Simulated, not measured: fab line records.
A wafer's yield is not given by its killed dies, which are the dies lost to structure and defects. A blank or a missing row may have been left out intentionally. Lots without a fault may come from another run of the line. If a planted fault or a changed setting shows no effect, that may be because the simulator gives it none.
Lot-split experiment | flow n5Finfet | 21 wafers read across 7 lots, on a route 1938 steps long

## THE SPLIT ITSELF
At N5_DUMMY_GATE_EXPOSE_12 (exposes mask GATE, target cd 25 nm), the setting doseMj was moved away from the recipe's 34 on 9 of the 21 wafers read, by -6.6% to -3.5%. All remaining wafers had this setting at the recipe value.

## FROM THE SPLIT TO THE READING: what the file shows between them, 7 steps
- N5_DUMMY_GATE_PEB_13: peb time 60 s
- N5_DUMMY_GATE_DEVELOP_14: develop time 30 s
- N5_DUMMY_GATE_CD_MEAS_15: target cd 25.8 nm
- N5_DUMMY_GATE_STRIP_38: strips in N2/H2
- N5_DUMMY_GATE_STRIP_39: strips in N2/H2
- N5_DUMMY_GATE_TRIM_49: chemistry O2, time 29 s, target cd 14 nm
- N5_DUMMY_GATE_STRIP_40: strips in CF4

## THE READING
cdNm (nm) at N5_DUMMY_GATE_CD_MEAS_50, where the cd target is 14 nm. A value of 14.0 nm with a standard deviation of 0.45 nm is what fault-free wafers of this fab line usually give.

wafer  | tool, chamber at the split | doseMj as run | against the recipe | cdNm, nm | against lot-mates on the recipe
L075.1 | euvScanner-02, 0           | 32.22         | -5.2%              | 14.0     | +0.4
L075.2 | euvScanner-02, 0           | 34            | recipe             | 13.2     | -
L075.4 | euvScanner-02, 0           | 34            | recipe             | 13.9     | -
L081.2 | euvScanner-01, 0           | 34            | recipe             | 13.8     | -
L081.4 | euvScanner-01, 0           | 34            | recipe             | 13.9     | -
L081.6 | euvScanner-01, 0           | 34            | recipe             | 14.8     | -
L084.1 | euvScanner-02, 0           | 34            | recipe             | 14.6     | -
L084.5 | euvScanner-02, 0           | 32.23         | -5.2%              | 15.2     | +0.6
L084.6 | euvScanner-02, 0           | 32.23         | -5.2%              | 15.2     | +0.6
L086.1 | euvScanner-01, 0           | 34            | recipe             | 13.9     | -
L086.4 | euvScanner-01, 0           | 31.91         | -6.1%              | 15.0     | +1.1
L086.5 | euvScanner-01, 0           | 34            | recipe             | 14.0     | -
L090.1 | euvScanner-02, 0           | 34            | recipe             | 13.4     | -
L090.2 | euvScanner-02, 0           | 34            | recipe             | 13.4     | -
L090.4 | euvScanner-02, 0           | 31.77         | -6.6%              | 15.0     | +1.6
L095.1 | euvScanner-01, 0           | 34            | recipe             | 13.8     | -
L095.2 | euvScanner-01, 0           | 32.81         | -3.5%              | 14.7     | +0.9
L095.3 | euvScanner-01, 0           | 32.81         | -3.5%              | 14.6     | +0.8
L096.1 | euvScanner-01, 0           | 32.4          | -4.7%              | 14.6     | +0.9
L096.2 | euvScanner-01, 0           | 32.4          | -4.7%              | 14.8     | +1.1
L096.6 | euvScanner-01, 0           | 34            | recipe             | 13.7     | -

THE FIT
A straight line over all 21 wafers: cdNm changes by -0.181 nm for each +1% of doseMj; r = -0.75; the points scatter about the line by 0.42 nm.
The same after taking each lot's own level away (the mean of its wafers on the recipe; 21 wafers): -0.176 nm for each +1%; r = -0.85; scatter 0.3 nm.
On that fit, the largest move of doseMj shifts the reading by 1.2 nm.
Across the lots, their own levels run from 13.40 to 14.60 nm, a range of 2.7 times the standard deviation given above.
So the lot-to-lot level blurs the effect unless lot-mates are compared.
Check: +1.05 nm against its lot-mates is what the line predicts for one of the wafers moved furthest among these (-6.6%) when that wafer is left out of the fit. Against them it came out at +1.6 nm.

## THE WHOLE CHAIN: every reading that the file lists as answering this split, in the file's order
step                     | what it does                                           | reading                                                          | change (the file's fit)               | r (the file's)
N5_DUMMY_GATE_CD_MEAS_15 | target cd 25.8 nm                                      | cdNm                                                             | -0.198 nm for each +1% of the setting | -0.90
N5_DUMMY_GATE_TRIM_49    | chemistry O2, time 29 s, target cd 14 nm               | DUMMY_GATE.cdNm (the simulator's own value, which no gauge read) | -0.166 nm for each +1% of the setting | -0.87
N5_DUMMY_GATE_CD_MEAS_50 | target cd 14 nm                                        | cdNm                                                             | -0.179 nm for each +1% of the setting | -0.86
N5_DUMMY_GATE_ETCH_42    | etches SiO2 in CHF3/O2, target depth 3.5 nm, time 31 s | DUMMY_GATE.cdNm (the simulator's own value, which no gauge read) | -0.186 nm for each +1% of the setting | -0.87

## THE FILE'S OWN FIT
cdNm changes by -0.179 nm for each +1% of doseMj, r = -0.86.
